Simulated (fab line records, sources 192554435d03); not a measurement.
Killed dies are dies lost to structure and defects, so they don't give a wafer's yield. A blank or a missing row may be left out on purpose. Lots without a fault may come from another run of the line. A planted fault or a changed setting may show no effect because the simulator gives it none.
fab line records | flow n5_finfet
record lots=7 wafers=39
route steps=1938 shown BEOL_M11@1592 BEOL_M12@1656 BEOL_M15@1827 PASSIVATION@1930
start_h: hours from the record's first day to the start of the lot's first wafer shown | wait_h: hours since the lot's step before | " the same as in the row above | L1.1+2: a row that stands for several wafers | - no value, or no start given | * or withheld: withheld | < > ~ a bound
route shown NAME@n: a module of which the file shows steps, and the number in the route of the first | usual: mean/standard deviation of fault-free wafers | same: alike in all rows | chamber/n: place in a boat | sites: the reading at each site | _std_site: their standard deviation | _edge_site: outer sites' mean less inner sites' | radius_mm: how far each site lies from the wafer's centre | mask NAME#n: copy n | behind: the tool/chamber that last shaped the wafer | hold: why the lot was held/for how many hours/how that ended | device: the transistor (n, p or np) that didn't switch | end of line: the same wafers' tests at the end of the route | a step without rows: its recipe alone | killed: dies lost to structure and defects at the first sort, not the wafer's yield | map: a wafer's dies, x killed, . not, _ none there
set.NAME: the setting as run; set.NAME@STEP: as run at that earlier step | model.NAME: the simulator's own value behind a step, which no gauge read
lots whose settings were changed on purpose; a table a step, a row a wafer
## steps
# step N5_BEOL_M11_CVD_75
# recipe material=Co target_thk_a=20 temp_c=withheld precursor=CCTBA/H2 pressure_torr=30 time_s=138.9
# columns lot.wafer tool chamber start_h wait_h set.target_thk_a model.Co_of_BEOL_M11_CVD_75.thk_nm
L076.1+3 cvd_co-01 0,1 255.59 0.3 24.92 2.6
L076.2+5+6 " 2,2,0 " " 20 2
L076.4 " 1 " " 24.92 2.4
L080.3+5 cvd_co-02 2 261.40 0.0 20 2
L080.6 " 1 " " 20 2.2
L077.1+5+6 cvd_co-02 0,2,0 261.59 0.1 20 2
L077.2+3+4 " 2,1,1 " " 9.593 1
L078.1+2+3 cvd_co-01 1,0,2 270.10 0.3 23.33 2.2
L078.4+6 " 1,0 " " 20 2
L078.5 " 2 " " 20 1.8
L083.1 cvd_co-01 2 283.93 0.0 20 1.8
L083.2+6 " 0 " " 20 2.2
L083.3+4+5 " 1,1,2 " " 20 2
L093.1+5 cvd_co-01 2,1 330.68 0.0 20 2
L093.2+4 " 1,2 " " 30.07 3
L093.3 " 0 " " 30.07 3.2
L093.6 " 0 " " 20 2.2
L095.1+2 cvd_co-01 2,1 376.40 0.3 20 2
L095.3 " 0 " " 20 2.2
L095.4+5+6 " 0,2,1 " " 24.54 2.6
# step N5_BEOL_M12_DEP_53
# recipe material=SiCN target_thk_a=300 temp_c=withheld precursor=3MS/NH3 pressure_torr=3 rf_w=675 time_s=10.5
# columns lot.wafer tool chamber start_h wait_h set.target_thk_a model.SiCN_of_BEOL_M12_DEP_53.thk_nm
L076.1 pecvd-02 1 262.19 0.0 471.9 46.6
L076.2 " 2 " " 471.9 46
L076.3+6 " 0,1 " " 300 30
L076.4 " 2 " " 471.9 47
L076.5 " 0 " " 300 30.2
L080.3 pecvd-04 0 266.94 0.0 300 29.6
L080.5+6 " 1,2 " " 300 30.6
L077.1+3 pecvd-01 2,1 277.70 0.0 300 29.8
L077.2 " 0 " " 428.9 42.6
L077.4 " 1 " " 300 30.4
L077.5 " 0 " " 428.9 43.2
L077.6 " 2 " " 428.9 43
L078.1 pecvd-01 1 280.04 0.0 300 30
L078.2+6 " 2,1 " " 300 30.4
L078.3 " 0 " " 300 29.6
L078.4+5 " 2,0 " " 300 30.2
L083.1+3 pecvd-02 1,2 293.00 0.0 300 29.6
L083.2 " 0 " " 300 30
L083.4 " 2 " " 300 29.8
L083.5 " 0 " " 300 30.4
L083.6 " 1 " " 300 30.2
L093.1+2 pecvd-04 0,2 339.55 0.0 408.8 40.4
L093.3 " 1 " " 300 30.2
L093.4 " 2 " " 408.8 41.2
L093.5 " 1 " " 300 30.6
L093.6 " 0 " " 300 30
L095.1 pecvd-01 0 385.53 0.0 300 29.2
L095.2+4 " 2,0 " " 300 29.8
L095.3+5+6 " 2,2,0 " " 300 30
# step N5_BEOL_M15_DEP_53
# recipe material=SiCN target_thk_a=500 temp_c=withheld precursor=3MS/NH3 pressure_torr=3 rf_w=675 time_s=17.8
# columns lot.wafer tool chamber start_h wait_h set.time_s model.SiCN_of_BEOL_M15_DEP_53.thk_nm
L076.1+3 pecvd-03 0,1 278.24 0.0 17.8 49.6
L076.2 " 2 " " 17.8 49.2
L076.4 " 2 " " 17.8 50.4
L076.5 " 0 " " 17.8 49.8
L076.6 " 1 " " 17.8 49.4
L080.3 pecvd-03 2 293.91 0.0 17.8 49.4
L080.5 " 2 " " 17.8 49.8
L080.6 " 1 " " 17.8 50
L077.1 pecvd-04 0 302.31 0.0 9.664 26.6
L077.2 " 2 " " 17.8 48.6
L077.3+6 " 1,2 " " 17.8 49
L077.4 " 0 " " 9.664 27
L077.5 " 1 " " 9.664 27.6
L078.1 pecvd-03 2 307.35 0.0 17.8 50
L078.2 " 1 " " 17.8 49.8
L078.3 " 0 " " 26.34 72.4
L078.4 " 2 " " 26.34 74.8
L078.5 " 0 " " 17.8 50.2
L078.6 " 1 " " 26.34 73.8
L083.1 pecvd-03 1 311.00 0.0 27.21 75.2
L083.2 " 0 " " 17.8 49.4
L083.3 " 2 " " 27.21 75
L083.4 " 0 " " 17.8 49.8
L083.5 " 1 " " 27.21 75.8
L083.6 " 2 " " 17.8 50.4
L093.1 pecvd-03 2 361.09 0.0 10.01 29.2
L093.2 " 1 " " 17.8 49.8
L093.3 " 0 " " 10.01 28.2
L093.4 " 2 " " 10.01 29.6
L093.5 " 0 " " 17.8 50.8
L093.6 " 1 " " 17.8 50
L095.1 pecvd-04 2 404.98 0.0 17.8 48.4
L095.2 " 0 " " 25.21 69.8
L095.3+4 " 1,2 " " 17.8 49.2
L095.5 " 0 " " 25.21 70.4
L095.6 " 1 " " 25.21 70.2
# step N5_PASSIVATION_ETCH_54
# recipe chemistry=CHF3/O2 target=SiO2 target_depth_a=8800 CHF3_flow_sccm=50 O2_flow_sccm=5 Ar_flow_sccm=200 time_s=440 mask_material=PR pressure_mtorr=30 source_w=650 bias_w=170 ion_energy_ev=200
# columns lot.wafer tool chamber start_h wait_h set.time_s model.PASSIVATION.feature_depth_nm model.etch.depth_nm
L076.1 rie_diel-06 1 289.53 0.1 624.9 1245 1245
L076.2 " 0 " " 440 891 891
L076.3 " 3 " " 624.9 1278 1278
L076.4 " 2 " " 440 899.8 899.9
L076.5 " 2 " " 624.9 1277 1277
L076.6 " 1 " " 440 878 878
L080.3 rie_diel-05 2 306.00 0.1 440 884 884
L080.5 " 1 " " 440 893.4 893.5
L080.6 " 2 " " 440 893.4 893.3
L077.1 rie_diel-05 1 314.77 0.1 440 881.4 881.5
L077.2 " 0 " " 319 622.2 622.2
L077.3 " 3 " " 319 655 655
L077.4 " 2 " " 440 879.4 879.5
L077.5 " 3 " " 319 655.8 655.7
L077.6 " 2 " " 440 886 886.1
L078.1 rie_diel-05 0 319.50 0.1 291.4 578.2 578.2
L078.2 " 1 " " 440 894.2 894.2
L078.3 " 3 " " 291.4 599.6 599.6
L078.4 " 2 " " 440 883.2 883.1
L078.5 " 3 " " 440 907.6 907.6
L078.6 " 2 " " 291.4 580.8 580.8
L083.1 rie_diel-04 3 323.12 0.1 440 876 875.9
L083.2 " 1 " " 440 877.2 877.3
L083.3 " 0 " " 440 863.8 863.8
L083.4 " 1 " " 440 878.8 878.8
L083.5 " 3 " " 440 883.8 883.8
L083.6 " 0 " " 440 876.2 876.2
L093.1 rie_diel-05 0 372.68 0.1 520.9 1047 1047
L093.2 " 1 " " 440 887 886.9
L093.3 " 2 " " 520.9 1025 1025
L093.4 " 3 " " 440 882.6 882.6
L093.5 " 1 " " 440 888.8 888.8
L093.6 " 0 " " 520.9 1053 1053
L095.1 rie_diel-05 1 414.69 0.1 525.2 1067 1067
L095.2 " 0 " " 525.2 1074 1074
L095.3 " 3 " " 440 928.8 928.9
L095.4 " 2 " " 440 893 893
L095.5 " 3 " " 525.2 1096 1096
L095.6 " 2 " " 440 885.2 885.2
## key
split step=N5_BEOL_M11_CVD_75 setting=target_thk_a stated=20 by=wafer
response step=N5_BEOL_M11_CVD_75 reading=model.Co_of_BEOL_M11_CVD_75.thk_nm change=+0.0199 per=1% r=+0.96
split step=N5_BEOL_M12_DEP_53 setting=target_thk_a stated=300 by=wafer
response step=N5_BEOL_M12_DEP_53 reading=model.SiCN_of_BEOL_M12_DEP_53.thk_nm change=+0.291 per=1% r=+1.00
split step=N5_BEOL_M15_DEP_53 setting=time_s stated=17.8 by=wafer
response step=N5_BEOL_M15_DEP_53 reading=model.SiCN_of_BEOL_M15_DEP_53.thk_nm change=+0.488 per=1% r=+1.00
split step=N5_PASSIVATION_ETCH_54 setting=time_s stated=440 by=wafer
response step=N5_PASSIVATION_ETCH_54 reading=model.PASSIVATION.feature_depth_nm change=+8.94 per=1% r=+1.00
response step=N5_PASSIVATION_ETCH_54 reading=model.etch.depth_nm change=+8.94 per=1% r=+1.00
